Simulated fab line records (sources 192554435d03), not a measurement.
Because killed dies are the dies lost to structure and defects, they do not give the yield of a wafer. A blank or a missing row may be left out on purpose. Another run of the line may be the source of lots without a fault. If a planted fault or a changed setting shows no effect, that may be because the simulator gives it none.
fab line records	flow n5Finfet
[record] lots = 5	wafers = 14	lastDay = 19
route steps=1938 shown WELL_APT@45 PMOS_HMC_CHANNEL_EPI@57 BEOL_M4@1111 PASSIVATION@1936
lots that met no fault: from a run of the same line without faults
startH: the number of hours between the record's first day and the start of the first shown wafer of the lot	waitH: hours from the lot's prior step to this one	" repeats the value in the row above	L1.1+2: several wafers, shown together as one row	- no value, or no start was given	* or withheld: withheld	< > ~ a bound
route shown NAME@n: a module of which the file shows steps, and the number in the route of the first	usual: mean and standard deviation over wafers with no fault	same: alike in all rows	chamber/n: place in a boat	sites: each site's reading	_std_site: the standard deviation of these	_edge_site: outer sites' mean less inner sites'	radiusMm: how far each site lies from the wafer's centre	mask NAME#n: copy n	behind: tool/chamber where the wafer was last shaped	hold: why the lot was held/for how many hours/how that ended	device: the n, p or np transistor that did not switch	end of line: the route-end tests of the same wafers	where a step has no rows: the recipe by itself	killed: not the wafer's yield, but the dies lost to structure and defects at the first sort	map: per-die view of a wafer (x killed, . not killed, _ where there is no die)
set.NAME: the setting as run; set.NAME@STEP: as run at that earlier step	model.NAME: the simulator's own value behind a step, which no gauge read
certain route steps with their lots: each step a table, each wafer a row
services: the hour from which a tool's chamber was out of use, counted from the record's first day as startH (under 0 if before that day), plus the number of hours and why
[[steps]]
[step N5_WELL_APT_INSPECT_27]
[recipe] mode = adi	inspectInstrument = macro
[usual] rawDefectCount = 2.0/1.5
lot.wafer	tool	chamber	startH	waitH	rawDefectCount
L697.1	defectInspect-02	-	21.02	0.0	0
L697.2	"	-	"	"	2
L697.5	"	-	"	"	2
L705.3	defectInspect-02	-	69.01	0.0	1
L705.4	"	-	"	"	4
L705.6	"	-	"	"	2
L711.2	defectInspect-01	-	104.85	0.0	3
L711.4	"	-	"	"	4
L711.6	"	-	"	"	1
L718.1	defectInspect-01	-	148.27	0.0	0
L718.2	"	-	"	"	0
L718.4	"	-	"	"	0
L719.2	defectInspect-02	-	152.99	0.0	2
L719.6	"	-	"	"	2
[step N5_WELL_APT_DESCUM_30]
[recipe] chemistry = O2	timeS = 7.9	sourcePowerW = 50	biasPowerW = 20	pressureMtorr = 20	rfFrequencyHz = 2.712e+07	tempC = 40	o2FlowSccm = 225
[usual] drypumpMotorCurrentA = 5.6/0.43	oesProductAu = 0.75/0.064	rfVppV = 243.3/1.4	showerheadPlenumPTorr = 2.10/0.079	throttleValvePct = 20.52/0.21
lot.wafer	tool	chamber	startH	waitH	drypumpMotorCurrentA	oesProductAu	rfHoursCounterH	rfVppV	showerheadPlenumPTorr	throttleValvePct
L697.1	rieDiel-02	2	21.05	0.0	5.2	0.83	65	245.2	2.24	20.35
L697.2	"	0	"	"	6.3	0.89	27	243.9	2.15	20.73
L697.5	"	1	"	"	5.5	0.74	-	242.4	2.09	20.70
L705.3	rieDiel-03	1	69.30	0.3	5.8	0.71	183	243.6	2.07	20.12
L705.4	"	0	"	"	5.0	0.92	4	244.6	2.13	20.28
L705.6	"	3	"	"	4.8	0.70	-	243.0	1.96	20.42
L711.2	rieDiel-03	2	104.89	0.0	5.2	0.75	157	241.9	2.01	20.75
L711.4	"	0	"	"	5.0	0.89	15	242.6	2.13	20.28
L711.6	"	2	"	"	5.2	0.75	-	240.8	2.01	20.72
L718.1	rieDiel-02	0	148.53	0.2	6.3	0.83	68	243.5	2.14	20.80
L718.2	"	2	"	"	5.2	0.78	109	245.3	2.22	20.40
L718.4	"	2	"	"	5.2	0.79	-	244.3	2.22	20.40
L719.2	rieDiel-02	0	153.58	0.6	6.3	0.84	71	242.7	2.14	20.80
L719.6	"	1	"	"	5.5	0.71	-	243.0	2.07	20.78
[step N5_WELL_APT_IMPLANT_31]
[recipe] species = B	energyKev = 60	doseCm2 = 1.5e+13	tiltDeg = 0	rotationDeg = 0
[step N5_WELL_APT_IMPLANT_32]
[recipe] species = BF2	energyKev = 50	doseCm2 = 2e+13	tiltDeg = 0	rotationDeg = 0
[step N5_WELL_APT_STRIP_33]
[recipe] chemistry = SPM	timeS = 900	tempC = 130	h2so4H2o2VolRatio = 4	dry = ipaMarangoni
[step N5_WELL_APT_RTA_34]
[recipe] tempC = 1000	timeS = 10	ambient = N2	idleTempC = 600	rampUpCPerS = 150	rampDownCPerS = 60	coolToC = 600
[usual] lampPowerPct = 13.01/0.051	lamp_zone_7_pct = 13.42/0.033	wafer_temp_C_max = 1003.5/1
lot.wafer	tool	chamber	startH	waitH	lampPowerPct	lamp_zone_7_pct	wafer_temp_C_max
L697.1	rtpAnneal-02	0	22.20	0.4	13.05	13.43	1002.7
L697.2	"	0	"	"	13.03	13.43	1002.0
L697.5	"	0	"	"	12.91	13.35	1003.4
L705.3	rtpAnneal-02	0	70.12	0.1	12.97	13.41	1004.6
L705.4	"	0	"	"	12.98	13.42	1002.8
L705.6	"	0	"	"	13.09	13.39	1003.5
L711.2	rtpAnneal-02	0	105.68	0.0	12.96	13.45	1002.1
L711.4	"	0	"	"	12.95	13.44	1003.4
L711.6	"	0	"	"	13.00	13.39	1004.9
L718.1	rtpAnneal-02	0	149.30	0.0	13.01	13.37	1004.5
L718.2	"	0	"	"	12.97	13.41	1002.5
L718.4	"	0	"	"	12.99	13.42	1004.4
L719.2	rtpAnneal-02	0	154.51	0.2	13.03	13.48	1003.5
L719.6	"	0	"	"	13.00	13.44	1003.6
[step N5_WELL_APT_OXIDE_STRIP_42]
[recipe] chemistry = dHF	dilution = 25:1	timeS = 45	tempC = 25	target = SiO2	targetDepthA = 120
[step N5_WELL_APT_PRECLEAN_36]
[recipe] chemistry = O3/DIW	timeS = 45	tempC = 22	o3Ppm = 10
[step N5_WELL_APT_PRECLEAN_39]
[recipe] chemistry = dHF	timeS = 60	dilution = 150:1	tempC = 25
[step N5_WELL_APT_SRD_37]
[recipe] dry = ipaMarangoni	doPpb = 5	timeS = 30	tempC = 23	rinseLiquid = diw
[step N5_WELL_APT_EPI_41]
[recipe] material = Si	targetThkA = 500	tempC = 650	precursor = SiH4/H2	pressureTorr = 20	timeS = 297.7
[step N5_WELL_APT_INSPECT_38]
[recipe] inspectInstrument = darkfield	mode = postEpi
[usual] rawDefectCount = 14/4.9
lot.wafer	tool	chamber	startH	waitH	rawDefectCount
L697.1	defectInspect-02	-	23.08	0.5	16
L697.2	"	-	"	"	18
L697.5	"	-	"	"	16
L705.3	defectInspect-02	-	70.95	0.3	16
L705.4	"	-	"	"	12
L705.6	"	-	"	"	17
L711.2	defectInspect-02	-	106.74	0.6	11
L711.4	"	-	"	"	19
L711.6	"	-	"	"	18
L718.1	defectInspect-01	-	150.18	0.5	7
L718.2	"	-	"	"	11
L718.4	"	-	"	"	11
L719.2	defectInspect-01	-	155.37	0.4	8
L719.6	"	-	"	"	12
[step N5_PMOS_HMC_CHANNEL_EPI_HM_DEP_34]
[recipe] material = SiO2	targetThkA = 360	tempC = 400	precursor = TEOS/O2	pressureTorr = 6.5	rfW = 900	teosFlowSccm = 161.4	gas = O2	flowSccm = 2650	timeS = 6.9
[usual] heaterPowerW = 569/110	showerheadPlenumPTorr = 8.35/0.039	throttleValvePct = 18.8/1.1
lot.wafer	tool	chamber	startH	waitH	heaterPowerW	showerheadPlenumPTorr	throttleValvePct	model.SiO2_of_PMOS_HMC_CHANNEL_EPI_HM_DEP_34.thkNm
L697.1	pecvd-04	1	23.11	0.0	546	8.37	20.3	35.32
L697.2	"	2	"	"	781	8.30	16.9	34.55
L697.5	"	2	"	"	763	8.29	17.0	35.22
L705.3	pecvd-02	1	70.99	0.0	424	8.35	19.6	36.05
L705.4	"	2	"	"	472	8.37	19.7	36.86
L705.6	"	0	"	"	629	8.39	18.4	36.35
L711.2	pecvd-02	0	106.77	0.0	685	8.38	18.2	32.21
L711.4	"	0	"	"	680	8.36	18.3	32.57
L711.6	"	1	"	"	403	8.36	19.8	36.59
L718.1	pecvd-04	1	150.21	0.0	492	8.38	20.3	36.06
L718.2	"	0	"	"	731	8.29	18.2	35.64
L718.4	"	0	"	"	723	8.27	18.2	36.76
L719.2	pecvd-04	2	155.41	0.0	725	8.30	17.0	35.53
L719.6	"	0	"	"	710	8.30	18.0	36.56
[step N5_PMOS_HMC_CHANNEL_EPI_COAT_31]
[recipe] resist = BARC	tempC = 205	timeS = 60	spinRpm = 1500	resistThkNm = 66
[step N5_PMOS_HMC_CHANNEL_EPI_COAT_03]
[recipe] resist = CAR-ArF-block	spinRpm = 1500	resistThkNm = 205
[step N5_PMOS_HMC_CHANNEL_EPI_EBR_05]
[recipe] solvent = PGMEA	ebrWidthMm = 1.5
[step N5_PMOS_HMC_CHANNEL_EPI_SOFTBAKE_04]
[recipe] tempC = 110	timeS = 60	resist = CAR-ArF-block
[step N5_PMOS_HMC_CHANNEL_EPI_EXPOSE_06]
[recipe] maskId = PMOS_HMC_BLK	na = 1.35	sourceShape = conventional	sigmaOuter = 0.8	polarization = unpolarized	targetCdNm = 240	doseMj = 41
[step N5_PMOS_HMC_CHANNEL_EPI_PEB_07]
[recipe] pebTempC = 110	pebTimeS = 60	resist = CAR-ArF-block
[step N5_PMOS_HMC_CHANNEL_EPI_DEVELOP_08]
[recipe] developTimeS = 30	developer = TMAH	resist = CAR-ArF-block	devTempC = 23	rinseLiquid = diw	dry = airSpin
[step N5_PMOS_HMC_CHANNEL_EPI_CD_MEAS_09]
[recipe] targetCdNm = 237.4	landingEnergyEv = 500	detector = seInlens
[usual] cdNm = 237.3/1.2
lot.wafer	tool	chamber	startH	waitH	cdNm
L697.1	cdSem-01	0	23.52	-	234.5
L697.2	"	0	"	"	236.1
L697.5	"	0	"	"	236.1
L705.3	cdSem-03	0	71.39	-	236.4
L705.4	"	0	"	"	236.4
L705.6	"	0	"	"	237.5
L711.2	cdSem-03	0	107.06	-	235.9
L711.4	"	0	"	"	236.9
L711.6	"	0	"	"	236.9
L718.1	cdSem-03	0	150.62	-	237.3
L718.2	"	0	"	"	237.3
L718.4	"	0	"	"	236.8
L719.2	cdSem-01	0	155.69	-	236.1
L719.6	"	0	"	"	237.4
[step N5_PMOS_HMC_CHANNEL_EPI_OVL_MEAS_10]
[recipe] pointsPerWafer = 44
[usual] PMOS_HMC_BLK_OVL = 0.3/0.92
[same] pointsPerWafer = 44
lot.wafer	tool	chamber	startH	waitH	PMOS_HMC_BLK_OVL[nm]
L697.1	overlay-02	0	23.55	0.0	-0.4
L697.2	"	0	"	"	-0.9
L697.5	"	0	"	"	0.5
L705.3	overlay-01	0	71.42	0.0	0.6
L705.4	"	0	"	"	-0.3
L705.6	"	0	"	"	-0.2
L711.2	overlay-02	0	107.08	0.0	0.9
L711.4	"	0	"	"	-0.3
L711.6	"	0	"	"	0.5
L718.1	overlay-02	0	150.65	0.0	-0.3
L718.2	"	0	"	"	0.9
L718.4	"	0	"	"	1.1
L719.2	overlay-02	0	155.72	0.0	1.1
L719.6	"	0	"	"	1.4
[step N5_PMOS_HMC_CHANNEL_EPI_INSPECT_11]
[recipe] mode = adi	inspectInstrument = macro
[usual] rawDefectCount = 2.2/1.6
lot.wafer	tool	chamber	startH	waitH	rawDefectCount
L697.1	defectInspect-02	-	23.57	0.0	2
L697.2	"	-	"	"	3
L697.5	"	-	"	"	3
L705.3	defectInspect-02	-	71.45	0.0	2
L705.4	"	-	"	"	3
L705.6	"	-	"	"	6
L711.2	defectInspect-01	-	107.11	0.0	1
L711.4	"	-	"	"	1
L711.6	"	-	"	"	2
L718.1	defectInspect-02	-	150.67	0.0	3
L718.2	"	-	"	"	3
L718.4	"	-	"	"	3
L719.2	defectInspect-01	-	155.74	0.0	0
L719.6	"	-	"	"	1
[step N5_PMOS_HMC_CHANNEL_EPI_DESCUM_14]
[recipe] chemistry = O2	timeS = 7.9	sourcePowerW = 50	biasPowerW = 20	pressureMtorr = 20	rfFrequencyHz = 2.712e+07	tempC = 40	resist = CAR-ArF-block	o2FlowSccm = 225
[step N5_PMOS_HMC_CHANNEL_EPI_ETCH_32]
[recipe] chemistry = N2/H2	target = BARC	stopOn = SiO2	targetDepthA = 858	overEtchFrac = 0.3	timeS = 50.3	ionEnergyEv = 200	maskMaterial = CAR-ArF-block	pressureMtorr = 30	sourceW = 840	biasW = 150	n2FlowSccm = 200	h2FlowSccm = 200
[step N5_PMOS_HMC_CHANNEL_EPI_HM_OPEN_15]
[recipe] chemistry = CHF3/O2	target = SiO2	maskMaterial = CAR-ArF-block	targetDepthA = 406	CHF3_flow_sccm = 50	O2_flow_sccm = 5	Ar_flow_sccm = 200	timeS = 20.3	pressureMtorr = 30	sourceW = 650	biasW = 170	ionEnergyEv = 200
[usual] drypumpMotorCurrentA = 5.7/0.31	oes_f_703_au = 0.79/0.057	oesProductAu = 0.78/0.07	rfVppV = 519/11	showerheadPlenumPTorr = 2.41/0.095	throttleValvePct = 18.91/0.21
lot.wafer	tool	chamber	startH	waitH	drypumpMotorCurrentA	oes_f_703_au	oesProductAu	rfHoursCounterH	rfVppV	showerheadPlenumPTorr	throttleValvePct
L697.1	rieDiel-06	2	23.91	0.0	6.0	0.80	0.80	79	505	2.33	18.82
L697.2	"	3	"	"	5.4	0.90	0.95	1	529	2.58	18.92
L697.5	"	0	"	"	5.9	0.78	0.80	-	532	2.54	18.93
L705.3	rieDiel-05	3	71.94	0.0	5.8	0.91	0.89	54	525	2.35	18.46
L705.4	"	0	"	"	5.8	0.75	0.75	151	515	2.40	18.95
L705.6	"	1	"	"	5.2	0.78	0.75	-	526	2.30	19.07
L711.2	rieDiel-01	2	107.22	0.0	5.7	0.74	0.73	187	518	2.50	19.16
L711.4	"	0	"	"	5.7	0.89	0.87	43	520	2.37	18.46
L711.6	"	3	"	"	5.8	0.73	0.70	-	506	2.48	18.87
L718.1	rieDiel-06	0	150.88	0.0	5.9	0.75	0.76	139	532	2.53	19.01
L718.2	"	2	"	"	6.0	0.77	0.75	115	505	2.31	18.88
L718.4	"	1	"	"	6.3	0.76	0.75	202	502	2.29	18.67
L719.2	rieDiel-06	1	155.85	0.0	6.3	0.76	0.75	203	503	2.29	18.65
L719.6	"	0	"	"	5.9	0.75	0.75	-	533	2.53	19.01
[step N5_PMOS_HMC_CHANNEL_EPI_STRIP_33]
[recipe] chemistry = N2/H2	powerW = 500	tempC = 40	pressureMtorr = 50	rfFrequencyHz = 6e+07	overashFraction = 0.3	biasPowerW = 8	h2Frac = 0.5	n2FlowSccm = 300	h2FlowSccm = 300
[usual] drypumpMotorCurrentA = 5.7/0.3	n2FlowSccm = 300.0/0.99	oesProductAu = 0.78/0.07	rfVppV = 54.3/1.7	showerheadPlenumPTorr = 3.35/0.12	throttleValvePct = 18.9/0.37
lot.wafer	tool	chamber	startH	waitH	drypumpMotorCurrentA	n2FlowSccm	oesProductAu	rfHoursCounterH	rfVppV	showerheadPlenumPTorr	throttleValvePct
L697.1	rieDiel-06	2	23.97	0.0	6.0	302.4	0.81	79	55.2	3.29	19.6
L697.2	"	3	"	"	5.4	299.6	0.97	1	53.0	3.58	18.7
L697.5	"	0	"	"	5.9	300.3	0.79	-	54.9	3.51	19.3
L705.3	rieDiel-05	3	72.00	0.0	5.8	300.1	0.88	54	53.0	3.29	18.5
L705.4	"	0	"	"	5.8	300.2	0.75	151	54.5	3.34	18.6
L705.6	"	1	"	"	5.2	300.2	0.74	-	51.1	3.21	18.6
L711.2	rieDiel-01	2	107.27	0.0	5.7	300.8	0.71	187	54.7	3.49	19.2
L711.4	"	0	"	"	5.7	300.5	0.87	43	53.1	3.28	18.5
L711.6	"	3	"	"	5.9	301.0	0.67	-	56.0	3.41	18.5
L718.1	rieDiel-06	0	150.94	0.0	5.9	298.6	0.75	139	54.5	3.49	19.3
L718.2	"	2	"	"	6.0	299.8	0.78	115	51.9	3.27	19.7
L718.4	"	1	"	"	6.3	299.5	0.75	202	52.6	3.21	18.6
L719.2	rieDiel-06	1	155.91	0.0	6.3	298.2	0.73	203	53.4	3.21	18.6
L719.6	"	0	"	"	5.9	300.0	0.75	-	52.6	3.48	19.3
[step N5_PMOS_HMC_CHANNEL_EPI_STRIP_17]
[recipe] chemistry = SPM	timeS = 750	tempC = 130	h2so4H2o2VolRatio = 4	dry = ipaMarangoni
[step N5_PMOS_HMC_CHANNEL_EPI_ETCH_38]
[recipe] chemistry = CF4	target = SiO2	targetDepthA = 15	ionEnergyEv = 350	pressureMtorr = 10	icpW = 800	biasW = 400	cf4FlowSccm = 80
[usual] drypumpMotorCurrentA = 5.6/0.38	heBacksideLeakSccm = 2.8/0.42	oesProductAu = 0.998/0.022	throttleValvePct = 21.86/0.29
lot.wafer	tool	chamber	startH	waitH	drypumpMotorCurrentA	heBacksideLeakSccm	oesProductAu	rfHoursCounterH	throttleValvePct
L697.1	rieSi-02	1	24.27	0.0	5.8	2.9	1.026	93	22.24
L697.2	"	3	"	"	6.6	2.5	1.009	202	21.98
L697.5	"	0	"	"	5.5	2.4	0.996	-	21.94
L705.3	rieSi-02	0	72.30	0.0	5.4	2.4	0.995	122	21.95
L705.4	"	2	"	"	5.7	2.7	1.030	-	22.33
L705.6	"	1	"	"	5.7	2.7	1.022	-	22.24
L711.2	rieSi-06	3	107.58	0.0	5.1	2.7	1.018	150	21.62
L711.4	"	0	"	"	5.7	3.3	1.012	108	21.46
L711.6	"	2	"	"	5.4	2.9	0.958	-	21.72
L718.1	rieSi-02	3	151.25	0.0	6.6	2.3	0.996	1	22.07
L718.2	"	2	"	"	5.7	2.7	1.029	67	22.32
L718.4	"	1	"	"	5.7	2.6	1.014	95	22.24
L719.2	rieSi-02	1	156.21	0.0	5.8	2.9	1.019	96	22.25
L719.6	"	0	"	"	5.4	2.3	0.992	-	21.95
[step N5_PMOS_HMC_CHANNEL_EPI_FIN_RECESS_16]
[recipe] chemistry = HBr/Cl2	target = Si	maskMaterial = SiO2	targetDepthA = 540	timeS = 18	pressureMtorr = 10	icpW = 800	biasW = 75	HBr_flow_sccm = 150	Cl2_flow_sccm = 80
[step N5_PMOS_HMC_CHANNEL_EPI_PRECLEAN_36]
[recipe] chemistry = O3/DIW	timeS = 45	tempC = 22	o3Ppm = 10
[step N5_PMOS_HMC_CHANNEL_EPI_PRECLEAN_18]
[recipe] chemistry = DHF	timeS = 30	tempC = 25	dilution = withheld
lot.wafer	tool	chamber	startH	waitH	model.SiO2_of_PMOS_HMC_CHANNEL_EPI_HM_DEP_34.thkNm
L697.1	wetBench-02	6	24.40	0.0	24.09
L697.2	"	4	"	"	23.34
L697.5	"	3	"	"	24.12
L705.3	wetBench-01	5	72.43	0.0	24.83
L705.4	"	7	"	"	25.22
L705.6	"	2	"	"	25.17
L711.2	wetBench-05	0	107.71	0.0	20.87
L711.4	"	7	"	"	21
L711.6	"	2	"	"	25.4
L718.1	wetBench-01	6	151.38	0.0	24.74
L718.2	"	0	"	"	24.13
L718.4	"	5	"	"	25.65
L719.2	wetBench-05	3	156.34	0.0	24.4
L719.6	"	7	"	"	25.43
[step N5_PMOS_HMC_CHANNEL_EPI_SRD_19]
[recipe] dry = ipaMarangoni	doPpb = 5	timeS = 30	tempC = 23	rinseLiquid = diw
[step N5_BEOL_M4_RC_MEAS_101]
[usual] DIBL_N = 36.4/2.2	DIBL_P = 36.3/2.5	IOFF_N = 0.17/0.052	IOFF_P = 0.23/0.049	ION_N = 674/17	ION_P = 464/11	SS_N = 71.7/0.98	SS_P = 73.3/0.84	VT_N = 250/4	VT_P = -249/3.8
lot.wafer	tool	chamber	startH	waitH	DIBL_N[mV/V]	DIBL_P[mV/V]	IOFF_N[nA/um]	IOFF_P[nA/um]	ION_N[uA/um]	ION_P[uA/um]	SS_N[mV/dec]	SS_P[mV/dec]	VT_N[mV]	VT_P[mV]
L697.1	prober-01	0	186.10	0.0	34.2	33.0	0.12	0.17	667	458	70.8	72.6	252	-253
L697.2	"	0	"	"	35.8	34.4	0.12	0.18	659	454	72.0	73.1	254	-254
L697.5	"	0	"	"	35.7	33.2	0.12	0.16	634	439	71.7	71.6	255	-254
L705.3	prober-01	0	243.03	0.3	37.5	38.6	0.19	0.29	689	478	72.5	74.2	248	-245
L705.4	"	0	"	"	37.2	34.5	0.17	0.23	659	457	72.8	73.0	251	-247
L705.6	"	0	"	"	38.3	37.0	0.21	0.28	704	478	72.7	73.3	245	-244
L711.2	prober-02	0	304.33	0.2	35.8	35.8	0.15	0.19	653	452	71.7	73.4	253	-252
L711.4	"	0	"	"	34.8	35.6	0.15	0.21	685	466	71.1	72.6	250	-250
L711.6	"	0	"	"	35.3	35.0	0.15	0.19	664	451	71.5	73.8	250	-252
L718.1	prober-01	0	348.53	0.0	31.1	30.3	0.11	0.15	671	467	70.5	72.2	252	-253
L718.2	"	0	"	"	36.1	35.9	0.17	0.23	684	469	71.5	73.6	250	-248
L718.4	"	0	"	"	36.1	34.6	0.16	0.20	636	449	72.6	73.1	255	-251
L719.2	prober-01	0	349.62	0.9	37.3	37.8	0.17	0.24	683	472	71.9	73.3	250	-249
L719.6	"	0	"	"	33.2	32.8	0.11	0.17	648	457	71.4	71.8	254	-253
[step N5_PASSIVATION_PROBE_49]
[usual] defectLimitedYield = 91.2/1.4	killed_at_M0_to_M3 = 34/9.3	killed_at_M4_up = 14/5.9	killedAtContacts = 14/5.7	killedAtFrontEnd = 38/10	killedAtOther = 4/3.2	killedDies = 104/17	killedOpen = 67/13	killedShort = 33/6.9	sort_bin_5_function = 5.2/1	sort_bin_6_memory = 3.3/0.61	sort_bin_8_speed = 0.3/1.8	sortNPass = 1069/52	sortYieldPct = 91/4.4
[same] grossDies = 1180	killedAtBackSide = 0	sort_bin_4_leakage[%] = 0
lot.wafer	tool	chamber	startH	waitH	defectLimitedYield[%]	killed_at_M0_to_M3	killed_at_M4_up	killedAtContacts	killedAtFrontEnd	killedAtOther	killedDies	killedOpen	killedShort	sort_bin_5_function[%]	sort_bin_6_memory[%]	sort_bin_8_speed[%]	sortNPass	sortYieldPct[%]
L705.3	prober-01	-	350.49	1.0	90.1	43	16	19	34	5	117	71	45	5.4	4.2	0	1063	90
L705.4	prober-01	-	350.54	1.1	89.6	61	12	7	42	1	123	72	48	6.1	3.5	0	1057	90
L705.6	prober-01	-	350.64	1.2	91.4	40	14	6	33	8	101	69	29	4.5	3.8	0	1079	91
L711.2	prober-02	-	416.78	0.1	89.9	55	6	23	30	5	119	56	45	6.0	3.6	0	1061	90
L711.4	prober-02	-	416.88	0.2	91.6	49	12	12	23	3	99	66	29	5.7	2.5	0	1081	92
L711.6	prober-02	-	416.98	0.3	86.4	43	5	26	27	59	160	62	20	11.8	1.6	0	1020	86
// killed by level:class
L705.3 BEOL_M0_SAQP:geometricParticle:open=17 MOL_CONTACT_COAG:geometricParticle:open=14 BEOL_M0_SAQP:geometricParticle:short=11 FIN_SAQP:geometricParticle:short=10 STI_FIN_REVEAL:geometricParticle:open=6 BEOL_M4:geometricParticle:open=6 MOL_CONTACT_COAG:geometricParticle:short=5 BEOL_M2:geometricParticle:open=5
L705.4 BEOL_M0_SAQP:geometricParticle:short=24 STI_FIN_REVEAL:geometricParticle:open=16 BEOL_M0_SAQP:geometricParticle:open=15 BEOL_M2:geometricParticle:open=11 FIN_SAQP:geometricParticle:short=10 FIN_SAQP:geometricParticle:open=5 BEOL_M4:geometricParticle:open=5 MOL_CONTACT_COAG:geometricParticle:open=4
L705.6 BEOL_M0_SAQP:geometricParticle:open=17 STI_FIN_REVEAL:geometricParticle:open=8 BEOL_M0_SAQP:geometricParticle:short=8 MOL_CONTACT_COAG:geometricParticle:open=6 BEOL_M2:geometricParticle:open=6 BEOL_M3:geometricParticle:open=6 BEOL_M4:geometricParticle:open=5 FIN_SAQP:geometricParticle:open=4
L711.2 BEOL_M1:geometricParticle:open=20 MOL_CONTACT_COAG:areaEtch=15 GATE_CUT:geometricParticle:short=8 BEOL_M0_SAQP:geometricParticle:short=8 BEOL_M2:geometricParticle:open=6 MOL_CONTACT_COAG:geometricParticle:open=5 BEOL_M3:geometricParticle:open=5 FIN_SAQP:geometricParticle:short=4
L711.4 BEOL_M2:geometricParticle:open=12 MOL_CONTACT_COAG:geometricParticle:open=11 BEOL_M0_SAQP:geometricParticle:short=9 STI_FIN_REVEAL:geometricParticle:open=8 BEOL_M3:geometricParticle:open=8 BEOL_M0_SAQP:geometricParticle:open=7 BEOL_M1:geometricParticle:open=5 FIN_SAQP:geometricParticle:open=4
L711.6 PASSIVATION:areaEtch=53 MOL_CONTACT_COAG:areaEtch=20 BEOL_M0_SAQP:geometricParticle:open=12 BEOL_M1:geometricParticle:open=10 FIN_SAQP:geometricParticle:open=7 BEOL_M0_SAQP:geometricParticle:short=7 MOL_CONTACT_COAG:geometricParticle:open=6 DUMMY_GATE:geometricParticle:open=5
[[services]]
tool	chamber	startH	hours	kind
rieSi-02	-	-0.83	0.5	repair
rieDiel-05	-	18.49	14.6	pm
pecvd-04	1	29.22	5.6	repair
rieDiel-05	-	36.84	3.3	repair
rieDiel-01	0	41.96	13.1	repair
rieDiel-03	3	45.61	4.3	repair
rieDiel-05	1	47.74	9.5	repair
rieDiel-02	1	52.92	1.5	repair
rieDiel-06	-	55.42	2.8	pm
rieDiel-05	3	59.32	3.6	repair
rieDiel-02	0	73.23	5.6	repair
rieDiel-02	0	82.78	5.5	repair
rieDiel-05	2	86.52	6.5	repair
rieSi-02	3	88.46	1.3	repair
pecvd-02	-	92.64	0.8	repair
rieSi-02	1	94.85	5.3	repair
rieSi-02	3	104.93	7.7	repair
pecvd-04	-	110.51	0.4	repair
rieSi-02	0	116.99	12.4	repair
rtpAnneal-02	-	120.30	3.9	pm
rieDiel-06	-	132.24	0.2	repair
rieDiel-01	2	137.63	13.2	repair
rieDiel-06	-	142.13	0.4	repair
rieDiel-01	3	145.39	3.7	repair
[[key]]
firstSign none at tools or gauges
[modelEffect] step = N5_PMOS_HMC_CHANNEL_EPI_HM_DEP_34	value = SiO2_of_PMOS_HMC_CHANNEL_EPI_HM_DEP_34.thkNm	without = 36.19	struck = 32.39
[modelEffect] step = N5_PMOS_HMC_CHANNEL_EPI_PRECLEAN_18	value = SiO2_of_PMOS_HMC_CHANNEL_EPI_HM_DEP_34.thkNm	without = 24.73	struck = 20.94
metAt N5_PMOS_HMC_CHANNEL_EPI_HM_DEP_34
struckWafers L711.2,L711.4
[baselineLoss] step = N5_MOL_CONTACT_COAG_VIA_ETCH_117	wafers = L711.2
[baselineLoss] step = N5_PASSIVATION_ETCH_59	wafers = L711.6
onsetBetween 70.99 106.77
[fault] kind = processParameterDrift	tool = pecvd-02	chamber = -	onsetH = 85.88	steps = N5_PMOS_HMC_CHANNEL_EPI_HM_DEP_34	channel = timeS	offset = *	shape = step	endH = 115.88	scope = struckWafersOnly	actsIn = *	stated = *
// baselineLoss: these wafers lose ten dies or more at that step, a loss of the line's own and not of a fault; the sort's usual values leave them out
